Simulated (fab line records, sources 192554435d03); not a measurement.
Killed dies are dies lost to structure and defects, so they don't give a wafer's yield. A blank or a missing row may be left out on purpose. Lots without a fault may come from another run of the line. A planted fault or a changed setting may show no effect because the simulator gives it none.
fab line records | flow n5_finfet
record lots=6 wafers=17 last_day=18
route steps=1938 shown BEOL_M1@788 BEOL_M4@1111
lots that met no fault: from a run of the same line without faults
start_h: hours from the record's first day to the start of the lot's first wafer shown | wait_h: hours since the lot's step before | " the same as in the row above | L1.1+2: a row that stands for several wafers | - no value, or no start given | * or withheld: withheld | < > ~ a bound
route shown NAME@n: a module of which the file shows steps, and the number in the route of the first | usual: mean/standard deviation of fault-free wafers | same: alike in all rows | chamber/n: place in a boat | sites: the reading at each site | _std_site: their standard deviation | _edge_site: outer sites' mean less inner sites' | radius_mm: how far each site lies from the wafer's centre | mask NAME#n: copy n | behind: the tool/chamber that last shaped the wafer | hold: why the lot was held/for how many hours/how that ended | device: the transistor (n, p or np) that didn't switch | end of line: the same wafers' tests at the end of the route | a step without rows: its recipe alone | killed: dies lost to structure and defects at the first sort, not the wafer's yield | map: a wafer's dies, x killed, . not, _ none there
set.NAME: the setting as run; set.NAME@STEP: as run at that earlier step | model.NAME: the simulator's own value behind a step, which no gauge read
lots at some steps of the route; a table a step, a row a wafer
services: from which hour (start_h, from the record's first day; less than 0 if before it) a tool's chamber was out of use, for how many hours, and why
## steps
# step N5_BEOL_M1_INSPECT_30
# recipe mode=adi inspect_instrument=brightfield
# usual raw_defect_count=434/89
# columns lot.wafer tool chamber start_h wait_h raw_defect_count
L219.1 defect_inspect-02 - 137.72 0.1 384
L219.2 " - " " 326
L219.4 " - " " 361
L222.1 defect_inspect-02 - 158.68 0.1 435
L222.4 " - " " 514
L224.2 defect_inspect-02 - 170.37 0.0 368
L224.4 " - " " 314
L224.5 " - " " 324
L233.1 defect_inspect-01 - 218.86 0.1 500
L233.3 " - " " 483
L233.5 " - " " 402
L236.1 defect_inspect-01 - 235.60 0.1 443
L236.3 " - " " 399
L236.6 " - " " 437
L238.1 defect_inspect-02 - 251.56 0.1 541
L238.4 " - " " 483
L238.6 " - " " 377
# step N5_BEOL_M1_DESCUM_33
# recipe chemistry=O2 time_s=7 source_power_w=50 bias_power_w=20 pressure_mtorr=20 rf_frequency_hz=2.712e+07 temp_c=40 resist=CAR-EUV o2_flow_sccm=225
# step N5_BEOL_M1_ETCH_77
# recipe chemistry=N2/H2 target=underlayer target_depth_a=65 mask_material=CAR-EUV time_s=5.2 ion_energy_ev=200 pressure_mtorr=30 source_w=840 bias_w=150 n2_flow_sccm=200 h2_flow_sccm=200 ends=cleared
# usual drypump_motor_current_A=5.79/0.24 etch_rf_on_time_s=5.18/0.13 oes_product_au=0.67/0.077 rf_vpp_V=524.1/2.8 showerhead_plenum_p_Torr=2.56/0.081 throttle_valve_pct=17.9/0.31
# columns lot.wafer tool chamber start_h wait_h drypump_motor_current_A etch_rf_on_time_s oes_product_au rf_hours_counter_h rf_vpp_V showerhead_plenum_p_Torr throttle_valve_pct
L219.1 rie_diel-05 0 137.92 0.0 5.62 5.31 0.56 245 525.4 2.61 17.7
L219.2 " 2 " " 6.05 5.29 0.60 184 519.2 2.44 18.2
L219.4 " 1 " " 5.91 5.29 0.60 193 527.3 2.63 18.2
L222.1 rie_diel-05 2 158.75 0.0 6.06 5.27 0.60 192 519.6 2.43 18.2
L222.4 " 2 " " 6.08 5.31 0.59 - 520.1 2.43 18.2
L224.2 rie_diel-05 1 170.44 0.0 5.93 5.27 0.59 206 526.7 2.63 18.2
L224.4 " 3 " " 5.63 5.06 0.78 - 526.5 2.58 17.6
L224.5 " 2 " " 6.05 5.29 0.59 - 519.9 2.43 18.2
L233.1 rie_diel-06 0 218.92 0.0 6.08 5.19 0.61 222 521.8 2.50 17.9
L233.3 " 2 " " 5.86 5.04 0.63 176 524.8 2.54 18.2
L233.5 " 1 " " 5.40 5.14 0.64 - 524.8 2.64 18.0
L236.1 rie_diel-03 2 235.67 0.0 5.70 5.10 0.73 66 527.4 2.69 17.5
L236.3 " 3 " " 5.45 5.21 0.67 132 519.6 2.47 18.2
L236.6 " 2 " " 5.71 5.13 0.73 - 526.6 2.69 17.5
L238.1 rie_diel-03 1 251.63 0.0 6.35 5.41 0.59 187 526.2 2.63 17.6
L238.4 " 0 " " 5.64 5.01 0.75 59 524.9 2.60 17.9
L238.6 " 3 " " 5.48 5.10 0.67 - 522.5 2.47 18.2
# step N5_BEOL_M1_ETCH_69
# recipe chemistry=CF4 target=SiARC target_depth_a=156 mask_material=CAR-EUV time_s=26 ion_energy_ev=80 pressure_mtorr=40 source_w=545 bias_w=36 Ar_flow_sccm=100 cf4_flow_sccm=100 ends=cleared
# usual drypump_motor_current_A=5.78/0.24 etch_rf_on_time_s=25.9/0.6 oes_product_au=0.67/0.077 rf_vpp_V=184.3/1.3 showerhead_plenum_p_Torr=2.16/0.07 throttle_valve_pct=15.63/0.27
# columns lot.wafer tool chamber start_h wait_h drypump_motor_current_A etch_rf_on_time_s oes_product_au rf_hours_counter_h rf_vpp_V showerhead_plenum_p_Torr throttle_valve_pct
L219.1 rie_diel-05 0 137.93 0.0 5.62 26.8 0.57 245 184.8 2.20 15.58
L219.2 " 2 " " 6.07 26.2 0.60 184 183.6 2.05 15.92
L219.4 " 1 " " 5.92 26.4 0.59 193 186.5 2.22 15.92
L222.1 rie_diel-05 2 158.77 0.0 6.10 26.1 0.60 192 181.7 2.05 15.93
L222.4 " 2 " " 6.09 25.9 0.60 - 182.5 2.05 15.94
L224.2 rie_diel-05 1 170.46 0.0 5.91 26.2 0.60 206 185.2 2.21 15.96
L224.4 " 3 " " 5.62 24.9 0.78 - 184.4 2.18 15.48
L224.5 " 2 " " 6.06 26.2 0.60 - 183.5 2.05 15.94
L233.1 rie_diel-06 0 218.94 0.0 6.07 25.9 0.61 222 183.6 2.12 15.82
L233.3 " 2 " " 5.81 25.3 0.64 176 184.4 2.13 15.78
L233.5 " 1 " " 5.40 25.7 0.65 - 185.9 2.22 15.70
L236.1 rie_diel-03 2 235.68 0.0 5.71 25.7 0.74 66 186.5 2.27 15.34
L236.3 " 3 " " 5.47 25.6 0.67 132 183.2 2.07 15.72
L236.6 " 2 " " 5.72 25.6 0.73 - 186.2 2.27 15.34
L238.1 rie_diel-03 1 251.65 0.0 6.37 27.1 0.60 187 184.8 2.21 15.33
L238.4 " 0 " " 5.61 25.3 0.74 59 184.4 2.18 15.48
L238.6 " 3 " " 5.46 25.8 0.66 - 183.3 2.06 15.72
# step N5_BEOL_M1_ALD_98
# recipe material=SiO2 target_thk_a=25 temp_c=100 ald_precursor_family=BDEAS ald_co_reactant=O2-plasma pulse_time_s=1 co_reactant_pulse_time_s=1 purge_time_s=2 co_reactant_purge_time_s=2 ald_cycles=17 pressure_torr=2
# step N5_BEOL_M1_ETCHBACK_99
# recipe chemistry=CHF3 target=SiO2 target_depth_a=50 time_s=10.4 source_w=215 bias_w=47 Ar_flow_sccm=200 CHF3_flow_sccm=12 ion_energy_ev=100 pressure_mtorr=30
# usual drypump_motor_current_A=5.81/0.27 oes_ar_750_au=0.79/0.085 oes_f_703_au=0.79/0.089 oes_product_au=0.79/0.087 rf_vpp_V=241/3.5 showerhead_plenum_p_Torr=2.17/0.074 throttle_valve_pct=17.04/0.28
# columns lot.wafer tool chamber start_h wait_h drypump_motor_current_A oes_ar_750_au oes_f_703_au oes_product_au rf_hours_counter_h rf_vpp_V showerhead_plenum_p_Torr throttle_valve_pct
L219.1 rie_diel-05 1 146.11 8.1 5.91 0.70 0.70 0.71 195 241 2.23 17.42
L219.2 " 0 " " 5.65 0.66 0.65 0.66 247 248 2.21 17.00
L219.4 " 2 " " 6.06 0.71 0.71 0.71 187 234 2.06 17.35
L222.1 rie_diel-05 1 174.41 15.4 5.92 0.70 0.69 0.70 206 243 2.23 17.44
L222.4 " 1 " " 5.91 0.69 0.69 0.70 - 243 2.23 17.44
L224.2 rie_diel-05 2 174.89 4.3 6.04 0.70 0.70 0.70 198 235 2.05 17.39
L224.4 " 2 " " 6.06 0.70 0.70 0.69 - 236 2.05 17.40
L224.5 " 3 " " 5.63 0.90 0.91 0.90 - 242 2.19 16.96
L233.1 rie_diel-06 1 220.38 1.1 5.40 0.76 0.76 0.73 166 240 2.22 17.06
L233.3 " 2 " " 5.83 0.74 0.75 0.74 176 245 2.13 17.23
L233.5 " 2 " " 5.83 0.75 0.74 0.74 - 246 2.13 17.18
L236.1 rie_diel-03 0 237.10 0.9 5.64 0.87 0.87 0.88 54 244 2.19 16.88
L236.3 " 1 " " 6.34 0.70 0.69 0.71 182 242 2.23 16.78
L236.6 " 1 " " 6.33 0.70 0.68 0.71 - 241 2.23 16.79
L238.1 rie_diel-05 0 258.60 6.8 5.62 0.87 0.85 0.89 28 249 2.20 16.60
L238.4 " 3 " " 5.65 0.86 0.88 0.86 45 240 2.18 16.98
L238.6 " 2 " " 6.03 0.68 0.68 0.67 - 234 2.04 17.43
# step N5_BEOL_M1_ETCH_70
# recipe chemistry=N2/H2 target=SOC target_depth_a=800 overetch_a=160 mask_material=SiARC temp_c=40 time_s=120 ion_energy_ev=200 pressure_mtorr=30 source_w=840 bias_w=150 n2_flow_sccm=200 h2_flow_sccm=200
# step N5_BEOL_M1_STRIP_71
# recipe chemistry=N2/H2 temp_c=40 n2_flow_sccm=200 h2_flow_sccm=200 rf_frequency_hz=6e+07
# step N5_BEOL_M1_STRIP_78
# recipe chemistry=N2/H2 temp_c=40 n2_flow_sccm=200 h2_flow_sccm=200 rf_frequency_hz=6e+07
# step N5_BEOL_M1_VIA_ETCH_34
# recipe chemistry=C4F6/O2 target_depth_a=678 mask_material=SOC pressure_mtorr=15 ion_energy_ev=250 taper_deg=4 time_s=64.4 source_w=350 bias_w=170 Ar_flow_sccm=300 C4F6_flow_sccm=10 O2_flow_sccm=10
# usual drypump_motor_current_A=5.81/0.26 oes_ar_750_au=0.79/0.085 oes_f_703_au=0.79/0.091 oes_product_au=0.79/0.086 rf_vpp_V=666/9.8 run_length_s=87.7/0.45 showerhead_plenum_p_Torr=2.86/0.095 throttle_valve_pct=30.69/0.3
# columns lot.wafer tool chamber start_h wait_h drypump_motor_current_A oes_ar_750_au oes_f_703_au oes_product_au rf_hours_counter_h rf_vpp_V run_length_s showerhead_plenum_p_Torr throttle_valve_pct
L219.1 rie_diel-05 1 146.25 0.0 5.92 0.70 0.70 0.72 195 669 88.0 2.95 31.23
L219.2 " 0 " " 5.62 0.66 0.65 0.67 247 681 88.3 2.91 30.43
L219.4 " 2 " " 6.03 0.71 0.70 0.72 187 647 87.5 2.72 30.89
L222.1 rie_diel-05 1 174.55 0.0 5.91 0.69 0.69 0.70 206 670 88.0 2.94 31.23
L222.4 " 1 " " 5.89 0.69 0.69 0.69 - 671 88.1 2.94 31.25
L224.2 rie_diel-05 2 175.02 0.0 6.06 0.70 0.69 0.71 198 649 87.6 2.71 30.91
L224.4 " 2 " " 6.03 0.71 0.69 0.71 - 649 87.5 2.71 30.91
L224.5 " 3 " " 5.64 0.91 0.91 0.92 - 669 86.7 2.89 30.82
L233.1 rie_diel-06 1 220.51 0.0 5.41 0.76 0.77 0.75 166 664 87.7 2.93 30.60
L233.3 " 2 " " 5.85 0.74 0.75 0.75 176 678 88.3 2.82 30.83
L233.5 " 2 " " 5.86 0.74 0.74 0.75 - 679 87.9 2.82 30.85
L236.1 rie_diel-03 0 237.24 0.0 5.60 0.87 0.87 0.88 54 676 88.1 2.89 30.53
L236.3 " 1 " " 6.37 0.70 0.68 0.70 182 668 87.1 2.94 30.28
L236.6 " 1 " " 6.30 0.70 0.69 0.70 - 667 87.2 2.94 30.29
L238.1 rie_diel-05 0 258.74 0.0 5.64 0.87 0.85 0.89 28 683 88.1 2.90 30.29
L238.4 " 3 " " 5.62 0.87 0.88 0.87 45 668 87.2 2.88 30.83
L238.6 " 2 " " 6.08 0.68 0.68 0.69 - 648 87.7 2.70 30.93
# step N5_BEOL_M1_STRIP_83
# recipe chemistry=C4F6/O2 resist=SiARC rf_frequency_hz=6e+07
# step N5_BEOL_M1_STRIP_36
# recipe chemistry=N2/H2 power_w=450 temp_c=40 pressure_mtorr=20 rf_frequency_hz=6e+07 overash_fraction=0.3 bias_power_w=7 h2_frac=0.5 n2_flow_sccm=200 h2_flow_sccm=200
# step N5_BEOL_M1_TRENCH_ETCH_37
# recipe chemistry=C4F6/O2 target_depth_a=552.07 target=SiOC time_s=29 ion_energy_ev=250 pressure_mtorr=30 source_w=355 bias_w=185 Ar_flow_sccm=300 C4F6_flow_sccm=10 O2_flow_sccm=10
# usual drypump_motor_current_A=5.81/0.26 oes_ar_750_au=0.79/0.085 oes_f_703_au=0.79/0.091 oes_product_au=0.79/0.086 rf_vpp_V=666/9.7 run_length_s=52.2/0.45 showerhead_plenum_p_Torr=2.87/0.095 throttle_valve_pct=20.82/0.27
# columns lot.wafer tool chamber start_h wait_h drypump_motor_current_A oes_ar_750_au oes_f_703_au oes_product_au rf_hours_counter_h rf_vpp_V run_length_s showerhead_plenum_p_Torr throttle_valve_pct model.BEOL_M1.feature_depth_nm model.etch.depth_nm model.TiN_of_BEOL_M1_HM_DEP_02.thk_nm
L219.1 rie_diel-05 1 146.35 - 5.92 0.70 0.70 0.71 195 669 52.4 2.95 21.23 54.8 54.85 17.6
L219.2 " 0 " " 5.62 0.66 0.64 0.67 247 683 52.7 2.92 20.70 54.2 54.11 17.8
L219.4 " 2 " " 6.07 0.71 0.70 0.70 187 648 52.0 2.72 21.13 54.4 54.46 17.8
L222.1 rie_diel-05 1 174.65 - 5.92 0.69 0.69 0.71 206 669 52.8 2.95 21.25 54.6 54.64 17.6
L222.4 " 1 " " 5.92 0.69 0.69 0.70 - 669 56.5 2.95 21.24 62.8 62.7 17.2
L224.2 rie_diel-05 2 175.12 - 6.07 0.70 0.70 0.70 198 647 52.6 2.72 21.14 54.6 54.52 17.6
L224.4 " 2 " " 6.06 0.70 0.69 0.70 - 648 57.0 2.72 21.14 62.4 62.4 17.2
L224.5 " 3 " " 5.65 0.90 0.92 0.90 - 668 51.3 2.90 20.79 55.8 55.79 17.6
L233.1 rie_diel-06 1 220.61 - 5.39 0.75 0.77 0.76 166 664 52.5 2.93 20.82 55.8 55.71 17.6
L233.3 " 2 " " 5.84 0.73 0.74 0.75 176 679 52.4 2.82 20.97 56.8 56.71 17.6
L233.5 " 2 " " 5.85 0.74 0.74 0.75 - 679 52.9 2.82 20.97 57.2 57.17 17.6
L236.1 rie_diel-03 0 237.34 - 5.61 0.86 0.87 0.88 54 675 52.5 2.89 20.68 56.4 56.39 17.4
L236.3 " 1 " " 6.32 0.70 0.69 0.70 182 668 51.5 2.94 20.53 53.2 53.17 17.6
L236.6 " 1 " " 6.34 0.70 0.69 0.70 - 667 51.8 2.94 20.54 53.2 53.21 17.6
L238.1 rie_diel-05 0 258.84 - 5.64 0.87 0.85 0.90 28 682 52.7 2.90 20.41 55.6 55.69 17.6
L238.4 " 3 " " 5.60 0.86 0.88 0.87 45 669 51.4 2.89 20.80 57.4 57.36 17.4
L238.6 " 2 " " 6.06 0.68 0.67 0.69 - 647 52.3 2.71 21.18 55.4 55.36 17.4
# step N5_BEOL_M1_ETCH_41
# recipe chemistry=CH3F/O2 target=SiCN target_depth_a=319 taper_deg=2 time_s=57.8 ion_energy_ev=120 mask_material=TiN pressure_mtorr=30 source_w=395 bias_w=75 Ar_flow_sccm=150 CH3F_flow_sccm=30 O2_flow_sccm=20
# step N5_BEOL_M1_STRIP_97
# recipe chemistry=N2/H2 time_s=10 power_w=450 temp_c=40 pressure_mtorr=20 rf_frequency_hz=6e+07 bias_power_w=7 n2_flow_sccm=200 h2_flow_sccm=200
# usual drypump_motor_current_A=5.81/0.27 oes_product_au=0.80/0.085 rf_vpp_V=59.2/0.92 showerhead_plenum_p_Torr=2.56/0.084 throttle_valve_pct=23.7/0.38
# columns lot.wafer tool chamber start_h wait_h drypump_motor_current_A oes_product_au rf_hours_counter_h rf_vpp_V showerhead_plenum_p_Torr throttle_valve_pct
L219.1 rie_diel-05 1 - - 5.96 0.71 195 60.3 2.63 24.1
L219.2 " 0 " " 5.62 0.68 247 59.2 2.60 23.4
L219.4 " 2 " " 6.06 0.72 187 59.2 2.43 23.9
L222.1 rie_diel-05 1 - - 5.92 0.70 207 59.3 2.62 24.1
L222.4 " 1 " " 5.95 0.70 - 60.2 2.62 24.1
L224.2 rie_diel-05 2 - - 6.13 0.70 198 59.4 2.43 23.9
L224.4 " 2 " " 6.10 0.71 - 58.9 2.43 23.9
L224.5 " 3 " " 5.63 0.90 - 58.8 2.58 23.5
L233.1 rie_diel-06 1 - - 5.39 0.76 166 57.5 2.64 24.0
L233.3 " 2 " " 5.87 0.76 176 58.5 2.54 24.1
L233.5 " 2 " " 5.86 0.75 - 59.8 2.54 24.1
L236.1 rie_diel-03 0 - - 5.64 0.88 54 60.1 2.60 24.0
L236.3 " 1 " " 6.34 0.71 182 60.1 2.63 23.3
L236.6 " 1 " " 6.35 0.70 - 57.9 2.63 23.3
L238.1 rie_diel-05 0 - - 5.62 0.90 28 59.0 2.59 23.2
L238.4 " 3 " " 5.63 0.87 45 59.5 2.57 23.5
L238.6 " 2 " " 6.06 0.69 - 57.5 2.42 24.0
# step N5_BEOL_M1_OCD_MEAS_38
# usual trench_depth_nm=55.1/1.1
# columns lot.wafer tool chamber start_h wait_h trench_depth_nm
L219.1 ocd-02 - 146.50 - 55.0
L219.2 " - " " 53.9
L219.4 " - " " 54.9
L222.1 ocd-01 - 174.80 - 54.4
L222.4 " - " " 62.5
L224.2 ocd-01 - 175.28 - 54.1
L224.4 " - " " 62.1
L224.5 " - " " 56.0
L233.1 ocd-02 - 220.77 - 55.2
L233.3 " - " " 57.0
L233.5 " - " " 57.1
L236.1 ocd-01 - 237.49 - 56.3
L236.3 " - " " 53.4
L236.6 " - " " 53.2
L238.1 ocd-02 - 258.99 - 56.2
L238.4 " - " " 58.2
L238.6 " - " " 54.9
# step N5_BEOL_M1_HM_STRIP_39
# recipe chemistry=peroxide_tin_strip material=TiN target_depth_a=250 temp_c=50 time_s=158
# step N5_BEOL_M4_RC_MEAS_101
# usual DIBL_N=36.0/2 DIBL_P=36.2/2.2 IOFF_N=0.16/0.034 IOFF_P=0.21/0.04 ION_N=675/12 ION_P=463/7.2 SS_N=71.6/0.6 SS_P=73.3/0.67 VT_N=250/3 VT_P=-251/3.4
# columns lot.wafer tool chamber start_h wait_h DIBL_N[mV/V] DIBL_P[mV/V] IOFF_N[nA/um] IOFF_P[nA/um] ION_N[uA/um] ION_P[uA/um] SS_N[mV/dec] SS_P[mV/dec] VT_N[mV] VT_P[mV]
L219.1 prober-02 0 188.48 0.0 37.3 39.8 0.17 0.23 673 459 72.2 74.6 248 -251
L219.2 " 0 " " 32.4 33.9 0.11 0.15 654 451 70.4 72.4 255 -255
L219.4 " 0 " " 35.2 36.3 0.13 0.17 666 455 71.1 73.4 255 -253
L222.1 prober-02 0 215.20 0.0 37.3 37.3 0.19 0.21 681 461 72.3 73.5 247 -252
L222.4 " 0 " " 33.7 32.7 0.13 0.15 669 454 70.9 73.0 251 -257
L224.2 prober-01 0 217.83 0.2 35.2 36.0 0.18 0.23 690 472 72.1 72.8 243 -248
L224.4 " 0 " " 31.9 32.0 0.11 0.17 665 459 70.5 72.5 255 -253
L224.5 " 0 " " 34.9 35.7 0.16 0.22 677 468 70.7 72.6 250 -247
L233.1 prober-01 0 269.45 0.0 36.9 36.5 0.16 0.23 674 466 71.4 73.1 249 -247
L233.3 " 0 " " 36.6 35.6 0.17 0.22 681 469 72.0 72.8 247 -246
L233.5 " 0 " " 34.9 35.4 0.14 0.22 677 467 71.0 72.6 250 -247
L236.1 prober-02 0 275.12 0.0 36.4 37.5 0.16 0.25 663 456 72.0 73.2 252 -248
L236.3 " 0 " " 34.7 35.6 0.16 0.24 686 474 70.8 73.3 248 -246
L236.6 " 0 " " 34.4 34.8 0.14 0.22 673 468 71.6 73.2 252 -248
L238.1 prober-02 0 314.66 0.0 34.8 34.0 0.14 0.17 673 464 70.5 73.1 252 -253
L238.4 " 0 " " 35.9 34.4 0.14 0.17 661 451 70.8 73.0 249 -255
L238.6 " 0 " " 32.5 31.0 0.10 0.14 659 456 70.5 72.0 253 -256
## services
# columns tool chamber start_h hours kind
rie_diel-03 2 120.54 4.1 repair
rie_diel-05 0 154.46 - clean
rie_diel-05 0 154.46 - consumable_replace:focus_ring
rie_diel-05 0 154.46 21.4 scheduled_down
rie_diel-05 0 154.46 21.4 vent_cycle
rie_diel-03 - 157.42 0.6 repair
rie_diel-03 3 181.91 13.3 repair
rie_diel-05 3 199.25 6.7 repair
rie_diel-05 - 215.61 0.7 repair
rie_diel-05 3 239.24 9.6 repair
rie_diel-06 2 252.13 10.8 repair
rie_diel-06 0 256.55 7.3 repair
rie_diel-06 1 257.61 3.4 repair
## key
first_sign step=N5_BEOL_M1_TRENCH_ETCH_37 reading=run_length_s direction=up sigmas=9.9 usual=* struck=*
effect step=N5_BEOL_M1_OCD_MEAS_38 reading=trench_depth_nm direction=up sigmas=6.5 usual=55.1 struck=62.3
model_effect step=N5_BEOL_M1_TRENCH_ETCH_37 value=BEOL_M1.feature_depth_nm without=54.7 struck=62.6
met_at N5_BEOL_M1_TRENCH_ETCH_37
struck_wafers L222.4,L224.4
onset_between 146.35 174.65
fault kind=process_parameter_drift tool=rie_diel-05 chamber=- onset_h=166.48 steps=N5_BEOL_M1_TRENCH_ETCH_37 channel=time_s offset=* shape=step end_h=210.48 scope=struck_wafers_only acts_in=* stated=*
